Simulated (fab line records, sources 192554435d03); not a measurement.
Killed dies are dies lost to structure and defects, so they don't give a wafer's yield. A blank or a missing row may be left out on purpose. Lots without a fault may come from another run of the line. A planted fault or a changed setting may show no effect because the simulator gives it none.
fab line records | flow n5_finfet
record lots=7 wafers=39
route steps=1938 shown WELL_APT@33 DUMMY_GATE@243 GATE_CUT@477 MOL_CONTACT_COAG@531
start_h: hours from the record's first day to the start of the lot's first wafer shown | wait_h: hours since the lot's step before | " the same as in the row above | L1.1+2: a row that stands for several wafers | - no value, or no start given | * or withheld: withheld | < > ~ a bound
route shown NAME@n: a module of which the file shows steps, and the number in the route of the first | usual: mean/standard deviation of fault-free wafers | same: alike in all rows | chamber/n: place in a boat | sites: the reading at each site | _std_site: their standard deviation | _edge_site: outer sites' mean less inner sites' | radius_mm: how far each site lies from the wafer's centre | mask NAME#n: copy n | behind: the tool/chamber that last shaped the wafer | hold: why the lot was held/for how many hours/how that ended | device: the transistor (n, p or np) that didn't switch | end of line: the same wafers' tests at the end of the route | a step without rows: its recipe alone | killed: dies lost to structure and defects at the first sort, not the wafer's yield | map: a wafer's dies, x killed, . not, _ none there
set.NAME: the setting as run; set.NAME@STEP: as run at that earlier step | model.NAME: the simulator's own value behind a step, which no gauge read
lots whose settings were changed on purpose; a table a step, a row a wafer
## steps
# step N5_WELL_APT_IMPLANT_15
# recipe species=As energy_kev=25 dose_cm2=1.5e+13 tilt_deg=0 rotation_deg=0
# columns lot.wafer tool chamber start_h wait_h set.energy_kev model.implant.rp_nm model.implant.drp_nm
L078.1+3+6 implanter-02 0 38.31 0.1 21.24 16.57 7.542
L078.2+4+5 " 0 " " 25 18.69 8.457
L082.1+2+5 implanter-02 0 62.29 0.1 25 19.63 8.457
L082.3+4+6 " 0 " " 24 19.04 8.217
L083.1+3+5 implanter-02 0 68.07 0.1 25 18.55 8.457
L083.2+4+6 " 0 " " 28.15 20.28 9.206
L092.1+2+3+4+5+6 implanter-01 0 123.09 0.1 25 18.8 8.457
L093.1+3+6 implanter-01 0 128.68 0.1 25 18.72 8.457
L093.2+4+5 " 0 " " 28.44 20.62 9.274
L095.3+4+5 implanter-01 0 141.97 0.1 25 18.61 8.457
L097.1+2+6 implanter-01 0 151.93 0.1 26.93 20.1 8.918
L097.3+4+5 " 0 " " 25 19.01 8.457
# step N5_DUMMY_GATE_ETCH_31
# recipe chemistry=C4F6/O2 target=SiO2 mask_material=SOC target_depth_a=825 time_s=27.5 ion_energy_ev=250 pressure_mtorr=30 source_w=345 bias_w=185 Ar_flow_sccm=300 C4F6_flow_sccm=10 O2_flow_sccm=10
# columns lot.wafer tool chamber start_h wait_h set.target_depth_a model.etch.depth_nm model.SOC_of_DUMMY_GATE_COAT_34.thk_nm
L078.1 rie_diel-06 1 70.59 0.0 825 85.06 51.6
L078.2 " 2 " " 869.3 88.8 51
L078.3 " 3 " " 869.3 87.13 51.4
L078.4 " 1 " " 825 84.93 51.6
L078.5 " 3 " " 869.3 86.87 51.6
L078.6 " 2 " " 825 83.64 51.6
L082.1 rie_diel-06 3 97.19 0.0 825 82.24 52
L082.2 " 0 " " 734.8 71.26 53
L082.3 " 1 " " 825 83.76 51.8
L082.4 " 2 " " 825 82.6 51.6
L082.5 " 1 " " 734.8 75.17 52.6
L082.6 " 0 " " 734.8 71.77 52.6
L083.1 rie_diel-04 3 99.49 0.0 825 82.92 52
L083.2 " 1 " " 825 81.14 52
L083.3 " 2 " " 825 79.25 52.4
L083.4 " 2 " " 825 78.92 52.6
L083.5 " 1 " " 825 81.8 52.2
L083.6 " 3 " " 825 83.17 52.2
L092.1 rie_diel-04 0 156.57 0.0 825 83.71 51.6
L092.2 " 1 " " 902.6 89.29 51
L092.3 " 2 " " 902.6 86.45 51.2
L092.4 " 2 " " 825 79.92 51.8
L092.5 " 0 " " 902.6 91.17 51
L092.6 " 1 " " 825 81.94 51.8
L093.1 rie_diel-06 1 165.01 0.0 885.5 90 51.2
L093.2 " 0 " " 825 82.15 51.8
L093.3 " 2 " " 885.5 87.75 51.2
L093.4 " 3 " " 885.5 88.22 51.2
L093.5 " 0 " " 825 82.2 51.6
L093.6 " 3 " " 825 82.62 51.8
L095.3 rie_diel-04 2 175.49 0.2 825 80.07 52
L095.4 " 0 " " 825 83.77 51.4
L095.5 " 2 " " 825 79.64 51.8
L097.1 rie_diel-04 1 184.70 0.0 733.2 72.01 52.8
L097.2 " 2 " " 825 79.77 51.8
L097.3 " 0 " " 825 83.24 51.8
L097.4 " 3 " " 733.2 74.43 52.4
L097.5 " 2 " " 733.2 70.45 53
L097.6 " 1 " " 825 82.44 51.8
# step N5_GATE_CUT_HM_DEP_46
# recipe material=SiO2 target_thk_a=1300 temp_c=400 precursor=TEOS/O2 pressure_torr=6.5 rf_w=900 teos_flow_sccm=161.4 gas=O2 flow_sccm=2650 time_s=26.6
# columns lot.wafer tool chamber start_h wait_h set.time_s model.SiO2_of_GATE_CUT_HM_DEP_46.thk_nm
L078.1 pecvd-04 2 105.83 0.0 26.6 128.2
L078.2 " 1 " " 29.11 136.8
L078.3 " 0 " " 29.11 141.6
L078.4 " 2 " " 29.11 142.6
L078.5 " 0 " " 26.6 130.4
L078.6 " 1 " " 26.6 127
L082.1 pecvd-03 2 134.36 0.0 26.6 124.8
L082.2 " 1 " " 26.6 126.6
L082.3 " 0 " " 26.6 128.4
L082.4 " 2 " " 26.6 127.8
L082.5 " 1 " " 26.6 129.2
L082.6 " 0 " " 26.6 129.8
L083.1+3 pecvd-01 0,1 135.21 0.0 26.6 127.8
L083.2 " 2 " " 26.6 126.6
L083.4 " 1 " " 26.6 129.2
L083.5 " 0 " " 26.6 130.8
L083.6 " 2 " " 26.6 128.8
L092.1 pecvd-04 0 193.09 0.0 29.1 140.4
L092.2 " 1 " " 26.6 127
L092.3 " 2 " " 26.6 129.6
L092.4 " 0 " " 26.6 130.6
L092.5 " 2 " " 29.1 143.4
L092.6 " 1 " " 29.1 139.4
L093.1 pecvd-01 1 201.70 0.0 26.6 129
L093.2 " 2 " " 26.6 129.2
L093.3 " 0 " " 26.6 129.6
L093.4 " 2 " " 26.6 130.6
L093.5 " 0 " " 26.6 130.4
L093.6 " 1 " " 26.6 132
L095.3 pecvd-04 0 211.78 0.0 26.6 125.8
L095.4 " 0 " " 26.6 128.6
L095.5 " 2 " " 26.6 129.6
L097.1 pecvd-01 2 222.13 0.0 26.6 129.6
L097.2 " 1 " " 29.91 145.6
L097.3 " 0 " " 29.91 144.4
L097.4 " 2 " " 26.6 130.4
L097.5 " 0 " " 29.91 146.8
L097.6 " 1 " " 26.6 131.4
# step N5_GATE_CUT_COAT_34
# recipe resist=SOC temp_c=250 time_s=60 spin_rpm=1500 resist_thk_nm=60
# step N5_GATE_CUT_COAT_35
# recipe resist=SiARC temp_c=220 time_s=60 spin_rpm=1500 resist_thk_nm=10
# step N5_GATE_CUT_STRIP_38
# recipe chemistry=N2/H2 temp_c=40 n2_flow_sccm=200 h2_flow_sccm=200 rf_frequency_hz=6e+07
# step N5_GATE_CUT_STRIP_39
# recipe chemistry=N2/H2 temp_c=40 n2_flow_sccm=200 h2_flow_sccm=200 rf_frequency_hz=6e+07
# step N5_GATE_CUT_HM_OPEN_40
# recipe chemistry=C4F6/O2 target=SiO2 mask_material=SiARC target_depth_a=1390 time_s=85.1 ion_energy_ev=250 pressure_mtorr=30 source_w=345 bias_w=185 Ar_flow_sccm=300 C4F6_flow_sccm=10 O2_flow_sccm=10 ends=cleared
# columns lot.wafer tool chamber start_h wait_h set.time_s@GATE_CUT_HM_DEP_46 model.etch.depth_nm model.SOC_of_GATE_CUT_COAT_34.thk_nm
L078.1 rie_diel-02 3 106.58 0.0 26.6 128.2 33.2
L078.2 " 0 " " 29.11 136.8 31
L078.3 " 1 " " 29.11 141.6 30
L078.4 " 2 " " 29.11 142.6 30.2
L078.5 " 2 " " 26.6 130.5 32.6
L078.6 " 1 " " 26.6 127.1 33.4
L082.1 rie_diel-02 2 136.40 0.0 26.6 124.9 33.8
L082.2 " 3 " " 26.6 126.6 33.4
L082.3 " 0 " " 26.6 128.4 32.6
L082.4 " 1 " " 26.6 127.7 33
L082.5 " 2 " " 26.6 129.3 32.8
L082.6 " 3 " " 26.6 129.9 33
L083.1 rie_diel-02 2 139.09 0.0 26.6 127.7 33.2
L083.2 " 1 " " 26.6 126.7 33.4
L083.3 " 3 " " 26.6 127.9 33.4
L083.4 " 0 " " 26.6 129.1 32.4
L083.5 " 3 " " 26.6 130.7 32.6
L083.6 " 2 " " 26.6 128.8 33
L092.1 rie_diel-02 1 193.72 0.0 29.1 140.4 30.6
L092.2 " 0 " " 26.6 126.9 33.2
L092.3 " 3 " " 26.6 129.5 33
L092.4 " 2 " " 26.6 130.6 32.8
L092.5 " 1 " " 29.1 143.4 30
L092.6 " 2 " " 29.1 139.4 31
L093.1 rie_diel-04 0 202.44 0.0 26.6 128.9 32.6
L093.2 " 2 " " 26.6 129.3 32.6
L093.3 " 1 " " 26.6 129.5 32.8
L093.4 " 3 " " 26.6 130.5 32.2
L093.5 " 3 " " 26.6 130.3 32.4
L093.6 " 2 " " 26.6 131.9 32.2
L095.3 rie_diel-04 0 212.54 0.0 26.6 125.8 34
L095.4 " 2 " " 26.6 128.7 33.2
L095.5 " 0 " " 26.6 129.6 33.2
L097.1 rie_diel-02 2 222.75 0.0 26.6 129.7 33.2
L097.2 " 3 " " 29.91 145.6 30
L097.3 " 0 " " 29.91 144.5 29.4
L097.4 " 1 " " 26.6 130.4 32.8
L097.5 " 3 " " 29.91 146.7 29.6
L097.6 " 2 " " 26.6 131.3 32.6
# step N5_GATE_CUT_CUT_ETCH_54
# recipe chemistry=Cl2/BCl3 target=TiN mask_material=SiO2 target_depth_a=967 pressure_mtorr=10 icp_w=1000 bias_w=126 Cl2_flow_sccm=53.25 bcl3_flow_sccm=21.75 Ar_flow_sccm=25 ends=cleared
# columns lot.wafer tool chamber start_h wait_h set.bias_w
L078.1+2+4 rie_metal-01 0,1,1 106.87 0.0 126
L078.3+5+6 " 0,1,0 " " 114.5
L082.1+2+3+4+5+6 rie_metal-01 1,0,0,1,1,0 136.69 0.0 126
L083.1+2+4 rie_metal-03 0,1,0 139.38 0.0 126
L083.3+5+6 " 1,0,1 " " 114.1
L092.1+2+6 rie_metal-01 0,1,0 194.01 0.0 103.3
L092.3+4+5 " 0,1,1 " " 126
L093.1+2+5 rie_metal-01 1,0,1 202.73 0.0 142.2
L093.3+4+6 " 0,1,0 " " 126
L095.3+4+5 rie_metal-03 0,1,1 212.84 0.0 126
L097.1+2+6 rie_metal-01 0,1,0 223.04 0.0 118.7
L097.3+4+5 " 0,1,1 " " 126
# step N5_GATE_CUT_CUT_ETCH_55
# recipe chemistry=BCl3 target=HfO2 mask_material=SiO2 target_depth_a=32 ion_energy_ev=30 pressure_mtorr=5 icp_w=450 bias_w=18 bcl3_flow_sccm=80
# step N5_GATE_CUT_ETCH_47
# recipe chemistry=Cl2/BCl3 target=SiO2 target_depth_a=100 pressure_mtorr=10 icp_w=1000 bias_w=126 Cl2_flow_sccm=53.25 bcl3_flow_sccm=21.75 Ar_flow_sccm=25
# step N5_GATE_CUT_ALD_22
# recipe material=SiNx target_thk_a=160 temp_c=400 ald_precursor_family=SiH2I2 ald_co_reactant=N2/H2-plasma pulse_time_s=1 ald_cycles=320 purge_time_s=2 co_reactant_purge_time_s=2 pressure_torr=2
# step N5_GATE_CUT_CMP_23
# recipe stop_on=SiO2 t_overpolish_s=23.4 post_cmp_clean=alkaline_brush down_force_psi=2.5 platen_rpm=51.8 pad_velocity_m_s=1.0307 target_thk_nm=16
# step N5_GATE_CUT_THK_MEAS_24
# recipe reads=SiO2_of_GATE_CUT_HM_DEP_46+SiO2_flowable_of_ILD0_FCVD_FILL_01
# usual GC_FILL_THK=218.9/2.4
# columns lot.wafer tool chamber start_h wait_h set.time_s@GATE_CUT_HM_DEP_46 GC_FILL_THK[nm]
L078.1 film_metro-01 - 109.57 - 26.6 216.7
L078.2 " - " " 29.11 226.5
L078.3 " - " " 29.11 231.5
L078.4 " - " " 29.11 230.7
L078.5 " - " " 26.6 220.4
L078.6 " - " " 26.6 216.9
L082.1 film_metro-02 - 138.86 - 26.6 215.8
L082.2 " - " " 26.6 214.8
L082.3 " - " " 26.6 216.6
L082.4 " - " " 26.6 219.3
L082.5 " - " " 26.6 218.0
L082.6 " - " " 26.6 219.9
L083.1 film_metro-02 - 141.55 - 26.6 218.3
L083.2 " - " " 26.6 216.2
L083.3 " - " " 26.6 217.6
L083.4 " - " " 26.6 220.0
L083.5 " - " " 26.6 222.2
L083.6 " - " " 26.6 220.4
L092.1 film_metro-01 - 196.18 - 29.1 229.9
L092.2 " - " " 26.6 216.3
L092.3 " - " " 26.6 220.8
L092.4 " - " " 26.6 221.5
L092.5 " - " " 29.1 232.7
L092.6 " - " " 29.1 230.8
L093.1 film_metro-01 - 204.92 - 26.6 217.5
L093.2 " - " " 26.6 219.9
L093.3 " - " " 26.6 220.2
L093.4 " - " " 26.6 222.2
L093.5 " - " " 26.6 221.1
L093.6 " - " " 26.6 223.5
L095.3 film_metro-02 - 214.99 - 26.6 216.4
L095.4 " - " " 26.6 218.9
L095.5 " - " " 26.6 221.5
L097.1 film_metro-01 - 225.21 - 26.6 218.9
L097.2 " - " " 29.91 237.0
L097.3 " - " " 29.91 234.4
L097.4 " - " " 26.6 220.7
L097.5 " - " " 29.91 238.4
L097.6 " - " " 26.6 220.6
# step N5_GATE_CUT_CMP_43
# recipe material=SiO2 post_cmp_clean=rinse_only
# columns lot.wafer tool chamber start_h wait_h set.time_s@GATE_CUT_HM_DEP_46 model.SiO2_of_GATE_CUT_HM_DEP_46.thk_nm
L078.2 cmp-01 0 109.60 0.0 29.11 5.4
L078.1+5 " 1 " " 26.6 5
L078.4+3 " 2,3 " " 29.11 5.6
L078.6 " 0 " " 26.6 4.8
L082.4+1+2 cmp-03 2,3,0 138.89 0.0 26.6 4.8
L082.3+6+5 " 1,2,3 " " 26.6 5
L083.2+1 cmp-03 3,2 141.58 0.0 26.6 4.8
L083.4+3+6+5 " 0,1,3,0 " " 26.6 5
L092.3+4 cmp-03 1,2 196.21 0.0 26.6 5
L092.2 " 3 " " 26.6 4.8
L092.1+6 " 0,2 " " 29.1 5.4
L092.5 " 1 " " 29.1 5.6
L093.3+4+1+2+6+5 cmp-04 3,0,1,2,3,0 204.95 0.0 26.6 5
L095.3 cmp-04 3 215.10 0.1 26.6 4.8
L095.4+5 " 1,3 " " 26.6 5
L097.2+5 cmp-01 1 225.24 0.0 29.91 5.8
L097.3 " 2 " " 29.91 5.6
L097.4+1+6 " 3,0,2 " " 26.6 5
# step N5_MOL_CONTACT_COAG_ETCH_105
# recipe chemistry=CF4 target=SiARC target_depth_a=156 mask_material=CAR-EUV time_s=26 ion_energy_ev=80 pressure_mtorr=40 source_w=545 bias_w=36 Ar_flow_sccm=100 cf4_flow_sccm=100 ends=cleared
# usual rf_vpp_V=183.8/1.4
# columns lot.wafer tool chamber start_h wait_h set.bias_w rf_vpp_V
L078.1 rie_diel-03 1 111.39 0.0 39.82 196.2
L078.2 " 0 " " 39.82 194.6
L078.3 " 2 " " 36 185.6
L078.4 " 1 " " 36 184.4
L078.5 " 0 " " 36 184.3
L078.6 " 2 " " 39.82 195.9
L082.1 rie_diel-03 1 140.07 0.0 36 185.4
L082.2 " 2 " " 36 183.9
L082.3 " 3 " " 30.49 166.4
L082.4 " 0 " " 30.49 163.9
L082.5 " 1 " " 30.49 165.5
L082.6 " 2 " " 36 186.1
L083.1 rie_diel-03 1 142.78 0.0 33.53 176.6
L083.2 " 0 " " 33.53 175.8
L083.3 " 3 " " 36 182.6
L083.4 " 2 " " 36 184.4
L083.5 " 2 " " 33.53 178.2
L083.6 " 3 " " 36 184.2
L092.1 rie_diel-01 1 197.40 0.0 33.7 175.8
L092.2 " 0 " " 36 182.4
L092.3 " 2 " " 33.7 177.2
L092.4 " 3 " " 36 180.5
L092.5 " 0 " " 36 182.5
L092.6 " 1 " " 33.7 176.5
L093.1 rie_diel-01 2 206.14 0.0 36 183.7
L093.2 " 0 " " 36 184.5
L093.3 " 1 " " 36 184.4
L093.4 " 3 " " 36 181.2
L093.5 " 0 " " 36 184.6
L093.6 " 1 " " 36 182.5
L095.3 rie_diel-05 3 216.21 0.0 36 183.8
L095.4 " 2 " " 36 184.8
L095.5 " 3 " " 36 184.1
L097.1 rie_diel-01 3 226.55 0.0 36 182.9
L097.2 " 1 " " 29.72 162.6
L097.3 " 2 " " 36 184.2
L097.4 " 0 " " 29.72 160.3
L097.5 " 3 " " 29.72 160.6
L097.6 " 2 " " 36 184.9
# step N5_MOL_CONTACT_COAG_SPUTTER_130
# recipe material=Co target_thk_a=475 temp_c=25 chamber_pressure_pa=0.5 power_w=3000
# columns lot.wafer tool chamber start_h wait_h set.power_w model.Co_of_MOL_CONTACT_COAG_SPUTTER_130.thk_nm
L078.1 pvd_sputter-01 - 115.65 0.0 2788 44.4
L078.2 " - " " 3000 47.8
L078.3 " - " " 3000 47
L078.4+6 " - " " 2788 43.8
L078.5 " - " " 3000 47.2
L082.1+4 pvd_sputter-03 - 144.77 0.0 3399 53.2
L082.2+5 " - " " 3000 47
L082.3 " - " " 3000 46.8
L082.6 " - " " 3399 53
L083.1+5 pvd_sputter-02 - 147.94 0.0 3000 47.2
L083.2+4+6 " - " " 3000 47.4
L083.3 " - " " 3000 46.8
L092.1 pvd_sputter-02 - 202.72 0.0 2486 38.2
L092.2+4 " - " " 2486 38.6
L092.3 " - " " 3000 46.2
L092.5+6 " - " " 3000 46.6
L093.1+2+3+5 pvd_sputter-03 - 210.15 0.0 3000 46.8
L093.4 " - " " 3000 47.2
L093.6 " - " " 3000 46.6
L095.3 pvd_sputter-03 - 220.66 0.0 3000 46.2
L095.4 " - " " 3000 46.4
L095.5 " - " " 3000 45.4
L097.1 pvd_sputter-02 - 232.70 0.0 3000 47.2
L097.2 " - " " 3000 47.4
L097.3 " - " " 3000 47
L097.4 " - " " 3301 52.8
L097.5 " - " " 3301 52.4
L097.6 " - " " 3301 51.6
## key
split step=N5_WELL_APT_IMPLANT_15 setting=energy_kev stated=25 by=wafer
response step=N5_WELL_APT_IMPLANT_15 reading=model.implant.rp_nm change=+0.139 per=1% r=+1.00
response step=N5_WELL_APT_IMPLANT_15 reading=model.implant.drp_nm change=+0.0599 per=1% r=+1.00
split step=N5_DUMMY_GATE_ETCH_31 setting=target_depth_a stated=825 by=wafer
response step=N5_DUMMY_GATE_ETCH_31 reading=model.etch.depth_nm change=+0.836 per=1% r=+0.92
response step=N5_DUMMY_GATE_ETCH_31 reading=model.SOC_of_DUMMY_GATE_COAT_34.thk_nm change=-0.0777 per=1% r=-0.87
split step=N5_GATE_CUT_HM_DEP_46 setting=time_s stated=26.6 by=wafer
response step=N5_GATE_CUT_HM_DEP_46 reading=model.SiO2_of_GATE_CUT_HM_DEP_46.thk_nm change=+1.24 per=1% r=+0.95
response step=N5_GATE_CUT_HM_OPEN_40 reading=model.etch.depth_nm change=+1.24 per=1% r=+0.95
response step=N5_GATE_CUT_HM_OPEN_40 reading=model.SOC_of_GATE_CUT_COAT_34.thk_nm change=-0.265 per=1% r=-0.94
response step=N5_GATE_CUT_THK_MEAS_24 reading=GC_FILL_THK change=+1.28 per=1% r=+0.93
response step=N5_GATE_CUT_CMP_43 reading=model.SiO2_of_GATE_CUT_HM_DEP_46.thk_nm change=+0.0596 per=1% r=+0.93
split step=N5_GATE_CUT_CUT_ETCH_54 setting=bias_w stated=126 by=wafer
response none clear
split step=N5_MOL_CONTACT_COAG_ETCH_105 setting=bias_w stated=36 by=wafer
response step=N5_MOL_CONTACT_COAG_ETCH_105 reading=rf_vpp_V change=+1.22 per=1% r=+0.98
split step=N5_MOL_CONTACT_COAG_SPUTTER_130 setting=power_w stated=3000 by=wafer
response step=N5_MOL_CONTACT_COAG_SPUTTER_130 reading=model.Co_of_MOL_CONTACT_COAG_SPUTTER_130.thk_nm change=+0.473 per=1% r=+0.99
